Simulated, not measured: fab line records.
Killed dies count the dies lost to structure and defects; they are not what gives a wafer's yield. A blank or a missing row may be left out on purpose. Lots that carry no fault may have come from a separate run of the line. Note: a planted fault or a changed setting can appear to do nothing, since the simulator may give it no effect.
fab line records	flow n5-finfet
record: lots: 10	wafers: 30	last-day: 17
route steps=1938 shown BEOL_M8@1332
lots with no fault: from the same line, run without faults
start-h: start of the lot's first displayed wafer, in hours after the record's first day	wait-h: hours elapsed since this lot's preceding step	" as in the row above	L1.1+2: a single row standing in for several wafers	- value missing, or start not given	* or withheld: withheld	< > ~ a bound
route shown NAME@n: NAME is a module with steps in the file, n the number in the route of the first one	usual: mean and standard deviation over wafers with no fault	same: alike in all rows	chamber/n: place in a boat	sites: the reading at each site	_std_site: standard deviation of those values	_edge_site: mean of outer sites minus mean of inner sites	radius-mm: how far each site lies from the wafer's centre	mask NAME#n: copy n	behind: the tool/chamber that last shaped the wafer	hold: cause of the lot's hold/its duration in hours/its outcome	device: the n, p or np transistor that did not switch	end of line: the same wafers' tests at the end of the route	a step given without rows: its recipe and nothing more	killed: dies lost to structure and defects at the first sort, not the wafer's yield	map: dies across one wafer; x = killed, . = not, _ = none there
set.NAME: the setting that was run; set.NAME@STEP: the one run at that earlier step	model.NAME: the simulator's own value behind a step, which no gauge read
the route's steps for a sample of lots (tables are steps, rows are wafers)
services: from which hour (start-h, from the record's first day; less than 0 if before it) a tool's chamber was out of use, for how many hours, and why
== steps ==
step: N5_BEOL_M8_ILD_DEP_00
recipe: material: SiCOH_lowk	target-thk-a: 1797.5	temp-c: 300	precursor: DEMS/porogen	pressure-torr: 5	rf-w: 500	time-s: 33.4
usual: heater-power-w: 319/38	rf-fwd-power-W: 495.5/1.9	showerhead-plenum-p-Torr: 5.742/0.014	showerhead-vpp-V: 1380/96	throttle-valve-pct: 14.2/0.68
lot.wafer	tool	chamber	start-h	wait-h	heater-power-w	rf-fwd-power-W	showerhead-plenum-p-Torr	showerhead-vpp-V	throttle-valve-pct
L728.1	pecvd-01	0	185.44	0.0	283	497.7	5.727	1330	14.2
L728.4	"	1	"	"	349	494.9	5.747	1240	15.1
L728.6	"	2	"	"	331	496.1	5.725	1486	12.5
L732.1	pecvd-01	0	205.79	0.0	257	497.8	5.746	1345	13.8
L732.3	"	1	"	"	332	495.6	5.732	1244	14.9
L732.5	"	2	"	"	329	496.0	5.723	1467	12.7
L731.2	pecvd-02	0	210.51	0.0	353	496.1	5.721	1535	14.4
L731.3	"	2	"	"	262	494.4	5.735	1327	13.4
L731.4	"	0	"	"	364	495.7	5.737	1549	14.7
L730.1	pecvd-02	0	212.13	0.0	351	498.9	5.722	1553	14.4
L730.3	"	1	"	"	341	494.1	5.734	1424	14.1
L730.5	"	2	"	"	274	497.8	5.741	1291	13.3
L734.2	pecvd-02	2	224.33	0.0	263	494.5	5.727	1309	13.3
L734.4	"	2	"	"	268	494.5	5.742	1321	13.3
L734.5	"	1	"	"	364	493.4	5.741	1446	14.1
L738.1	pecvd-02	0	244.97	0.0	324	498.8	5.737	1530	14.6
L738.2	"	1	"	"	391	496.0	5.747	1444	14.7
L738.3	"	2	"	"	249	495.6	5.740	1303	13.4
L740.3	pecvd-01	2	270.30	0.0	320	496.3	5.730	1483	12.9
L740.4	"	2	"	"	327	496.2	5.735	1442	12.6
L740.6	"	1	"	"	338	496.7	5.725	1247	15.2
L744.2	pecvd-01	2	291.34	0.0	297	499.1	5.740	1460	12.7
L744.5	"	0	"	"	310	496.4	5.740	1332	13.9
L744.6	"	1	"	"	329	498.8	5.733	1268	15.0
L748.2	pecvd-02	1	322.09	0.0	388	495.8	5.737	1449	14.5
L748.3	"	0	"	"	301	495.9	5.728	1555	14.5
L748.6	"	1	"	"	387	494.7	5.735	1430	14.5
L751.2	pecvd-03	1	341.94	0.0	293	494.2	5.749	1265	14.8
L751.4	"	2	"	"	264	496.6	5.737	1426	13.6
L751.5	"	0	"	"	330	496.6	5.770	1322	14.7
step: N5_BEOL_M8_HM_OPEN_17
recipe: chemistry: Cl2/BCl3	target-depth-a: 200	overetch-a: 60	target: TiN	mask-material: SOC	ion-energy-ev: 150	pressure-mtorr: 10	icp-w: 1000	bias-w: 126	Cl2_flow_sccm: 53.25	bcl3-flow-sccm: 21.75	Ar_flow_sccm: 25
usual: drypump-motor-current-A: 5.5/0.47	mfc-ar-sccm: 25.01/0.079	oes-product-au: 0.67/0.087	rf-fwd-power-W: 992/4	throttle-valve-pct: 22.18/0.23
lot.wafer	tool	chamber	start-h	wait-h	drypump-motor-current-A	mfc-ar-sccm	oes-product-au	rf-fwd-power-W	rf-hours-counter-h	throttle-valve-pct
L728.1	rie-metal-01	0	188.75	0.0	5.9	25.19	0.69	990	25	22.33
L728.4	"	0	"	"	5.9	25.12	0.68	988	-	22.35
L728.6	"	0	"	"	5.9	25.13	0.69	995	-	22.34
L732.1	rie-metal-01	1	208.72	0.0	5.1	24.98	0.74	992	14	22.18
L732.3	"	1	"	"	5.1	25.00	0.74	994	-	22.19
L732.5	"	0	"	"	5.9	24.92	0.68	993	-	22.33
L731.2	rie-metal-02	0	212.18	0.0	5.4	25.04	0.55	987	103	22.53
L731.3	"	1	"	"	5.6	25.09	0.53	987	-	22.25
L731.4	"	0	"	"	5.4	25.06	0.55	990	-	22.54
L730.1	rie-metal-03	0	214.93	0.1	6.4	24.99	0.73	992	14	21.65
L730.3	"	1	"	"	4.8	25.02	0.73	987	-	21.98
L730.5	"	0	"	"	6.4	24.94	0.73	996	-	21.65
L734.2	rie-metal-02	1	229.04	0.1	5.6	25.17	0.53	988	-	22.27
L734.4	"	1	"	"	5.6	25.09	0.53	986	-	22.28
L734.5	"	1	"	"	5.6	25.11	0.53	988	-	22.26
L738.1	rie-metal-01	1	247.59	0.0	5.1	24.97	0.71	994	18	22.23
L738.2	"	0	"	"	5.9	24.96	0.67	991	31	22.35
L738.3	"	0	"	"	5.9	24.98	0.66	992	-	22.35
L740.3	rie-metal-03	1	272.89	0.1	4.8	24.98	0.70	994	-	21.99
L740.4	"	0	"	"	6.4	25.03	0.71	996	-	21.66
L740.6	"	0	"	"	6.4	24.99	0.71	996	-	21.65
L744.2	rie-metal-01	0	294.32	0.0	5.9	24.95	0.66	987	37	22.36
L744.5	"	0	"	"	5.9	25.02	0.65	989	-	22.37
L744.6	"	1	"	"	5.1	24.93	0.70	998	-	22.22
L748.2	rie-metal-02	1	327.79	0.1	5.6	24.96	0.82	987	-	22.17
L748.3	"	1	"	"	5.6	24.95	0.83	987	-	22.17
L748.6	"	1	"	"	5.6	24.93	0.83	989	-	22.16
L751.2	rie-metal-02	1	344.31	0.1	5.6	24.98	0.81	993	-	22.19
L751.4	"	1	"	"	5.6	25.17	0.81	993	-	22.19
L751.5	"	1	"	"	5.6	25.04	0.80	989	-	22.19
step: N5_BEOL_M8_COAT_22
recipe: resist: CAR-EUV	spin-rpm: 1500	resist-thk-nm: 30
usual: resist-line-temp-C: 23.01/0.095	spin-speed-rpm: 1500.1/0.96
lot.wafer	tool	chamber	start-h	wait-h	resist-line-temp-C	spin-speed-rpm
L728.1	litho-track-05	0	191.33	-	22.97	1501.2
L728.4	"	0	"	"	22.91	1501.1
L728.6	"	0	"	"	22.93	1501.6
L732.1	litho-track-03	0	209.67	-	22.78	1499.4
L732.3	"	0	"	"	22.99	1499.7
L732.5	"	0	"	"	23.00	1500.6
L731.2	litho-track-03	0	212.99	-	22.89	1498.5
L731.3	"	0	"	"	22.92	1499.7
L731.4	"	0	"	"	23.02	1498.1
L730.1	litho-track-03	0	216.41	-	22.92	1500.6
L730.3	"	0	"	"	22.88	1500.1
L730.5	"	0	"	"	22.94	1500.6
L734.2	litho-track-05	0	229.36	-	22.99	1501.1
L734.4	"	0	"	"	22.81	1499.7
L734.5	"	0	"	"	23.03	1498.6
L738.1	litho-track-03	0	249.35	-	23.09	1498.5
L738.2	"	0	"	"	22.98	1501.6
L738.3	"	0	"	"	22.86	1500.6
L740.3	litho-track-01	0	273.83	-	23.02	1500.7
L740.4	"	0	"	"	23.19	1501.7
L740.6	"	0	"	"	23.21	1500.4
L744.2	litho-track-01	0	299.05	-	23.01	1501.0
L744.5	"	0	"	"	22.98	1499.6
L744.6	"	0	"	"	23.02	1500.5
L748.2	litho-track-03	0	328.14	-	22.95	1413.8
L748.3	"	0	"	"	23.00	1415.1
L748.6	"	0	"	"	22.87	1414.8
L751.2	litho-track-03	0	344.60	-	23.09	1412.6
L751.4	"	0	"	"	23.15	1413.9
L751.5	"	0	"	"	23.05	1415.1
step: N5_BEOL_M8_ETCH_72
recipe: chemistry: N2/H2	target: underlayer	target-depth-a: 65	mask-material: CAR-EUV	time-s: 5.2	ion-energy-ev: 200	pressure-mtorr: 30	source-w: 840	bias-w: 150	n2-flow-sccm: 200	h2-flow-sccm: 200	ends: cleared
usual: drypump-motor-current-A: 5.7/0.51	etch-rf-on-time-s: 5.15/0.13	oes-product-au: 0.69/0.067	rf-fwd-power-W: 818.9/2.4	rf-vpp-V: 523.6/2.7	showerhead-plenum-p-Torr: 2.53/0.092	throttle-valve-pct: 17.86/0.29
lot.wafer	tool	chamber	start-h	wait-h	drypump-motor-current-A	etch-rf-on-time-s	oes-product-au	rf-fwd-power-W	rf-hours-counter-h	rf-vpp-V	showerhead-plenum-p-Torr	throttle-valve-pct
L728.1	rie-diel-02	1	191.75	0.0	6.3	5.24	0.66	820.6	153	522.5	2.45	17.68
L728.4	"	2	"	"	5.8	5.03	0.77	817.9	26	525.2	2.61	17.81
L728.6	"	3	"	"	6.1	5.07	0.82	819.5	-	523.2	2.48	17.65
L732.1	rie-diel-06	1	210.09	0.0	6.3	4.96	0.81	820.5	29	523.9	2.48	17.48
L732.3	"	2	"	"	5.6	5.10	0.60	821.1	222	524.8	2.62	18.42
L732.5	"	2	"	"	5.6	5.16	0.60	821.5	-	526.6	2.62	18.45
L731.2	rie-diel-02	0	213.54	0.0	5.5	5.11	0.75	816.1	50	528.1	2.70	17.86
L731.3	"	3	"	"	6.1	5.11	0.80	816.7	16	524.8	2.47	17.67
L731.4	"	2	"	"	5.8	5.08	0.75	819.4	34	525.1	2.61	17.82
L730.1	rie-diel-01	3	217.00	0.0	5.3	5.24	0.74	818.0	46	522.7	2.46	17.64
L730.3	"	0	"	"	4.7	5.37	0.60	822.1	216	524.9	2.53	17.84
L730.5	"	1	"	"	5.1	5.30	0.61	824.3	-	518.3	2.44	18.47
L734.2	rie-diel-01	0	231.58	0.0	4.7	5.34	0.61	817.3	222	523.1	2.52	17.86
L734.4	"	3	"	"	5.4	5.24	0.73	820.1	52	522.5	2.45	17.67
L734.5	"	0	"	"	4.7	5.36	0.60	816.9	-	524.3	2.52	17.86
L738.1	rie-diel-01	2	249.90	0.0	6.2	5.20	0.75	813.6	32	524.6	2.58	17.68
L738.2	"	0	"	"	4.7	5.28	0.60	816.6	230	524.5	2.52	17.85
L738.3	"	1	"	"	5.0	5.19	0.60	819.4	204	519.3	2.43	18.47
L740.3	rie-diel-01	1	274.37	0.0	5.0	5.23	0.60	819.6	214	520.7	2.43	18.46
L740.4	"	2	"	"	6.2	5.28	0.74	822.0	43	526.1	2.58	17.70
L740.6	"	1	"	"	5.0	5.22	0.60	817.6	-	521.4	2.43	18.49
L744.2	rie-diel-02	2	299.60	0.0	5.8	5.03	0.71	820.0	67	527.2	2.60	17.86
L744.5	"	3	"	"	6.1	5.17	0.74	817.4	-	524.1	2.46	17.71
L744.6	"	2	"	"	5.8	5.08	0.71	819.2	-	524.5	2.60	17.86
L748.2	rie-diel-01	1	328.93	0.0	5.0	5.23	0.59	818.0	234	520.5	2.42	18.52
L748.3	"	0	"	"	4.7	5.29	0.82	815.5	1	518.9	2.51	17.46
L748.6	"	2	"	"	6.2	5.36	0.71	813.7	-	524.2	2.57	17.74
L751.2	rie-diel-01	0	345.26	0.0	4.7	5.28	0.80	821.9	8	522.6	2.51	17.51
L751.4	"	1	"	"	5.0	5.22	0.58	820.6	240	519.8	2.42	18.53
L751.5	"	1	"	"	5.0	5.27	0.59	820.1	-	519.4	2.42	18.55
== services ==
tool	chamber	start-h	hours	kind
rie-metal-02	-	166.55	2.8	pm
rie-metal-01	1	176.03	10.8	repair
rie-metal-03	0	196.89	10.6	repair
pecvd-03	-	196.97	0.5	repair
rie-diel-06	-	215.62	15.6	pm
rie-metal-02	0	221.71	10.9	repair
pecvd-01	2	225.97	5.5	scheduled-down
rie-diel-02	2	235.45	2.4	repair
rie-diel-01	3	246.14	18.9	repair
pecvd-02	0	253.03	5.5	scheduled-down
rie-metal-01	1	271.26	6.8	repair
rie-metal-03	0	273.61	97.5	repair
pecvd-01	0	275.08	15.7	repair
rie-metal-02	1	282.34	-	clean
rie-metal-02	1	282.34	22.9	scheduled-down
pecvd-01	0	291.87	11.2	repair
rie-diel-01	2	299.37	5.1	repair
rie-diel-01	0	304.44	-	clean
rie-diel-01	0	304.44	-	consumable-replace:focus-ring
rie-diel-01	0	304.44	18.2	scheduled-down
rie-diel-01	0	304.44	18.2	vent-cycle
rie-diel-01	-	311.59	0.2	repair
pecvd-03	-	343.35	14.6	pm
rie-diel-02	2	343.93	4.8	repair
== key ==
first-sign: step: N5_BEOL_M8_COAT_22	reading: spin-speed-rpm	direction: down	sigmas: 89	usual: *	struck: *
effect none on later readings
met-at N5_BEOL_M8_COAT_22
struck-lots L748,L751
not-acting-at N5_BEOL_M8_ILD_DEP_00,N5_BEOL_M8_HM_OPEN_17,N5_BEOL_M8_ETCH_72
onset-between 249.35 328.14
fault: kind: process-parameter-drift	tool: litho-track-03	chamber: -	onset-h: 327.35	steps: N5_BEOL_M8_COAT_22	channel: spin-rpm	offset: *	shape: step	end-h: 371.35	acts-in: *	stated: *
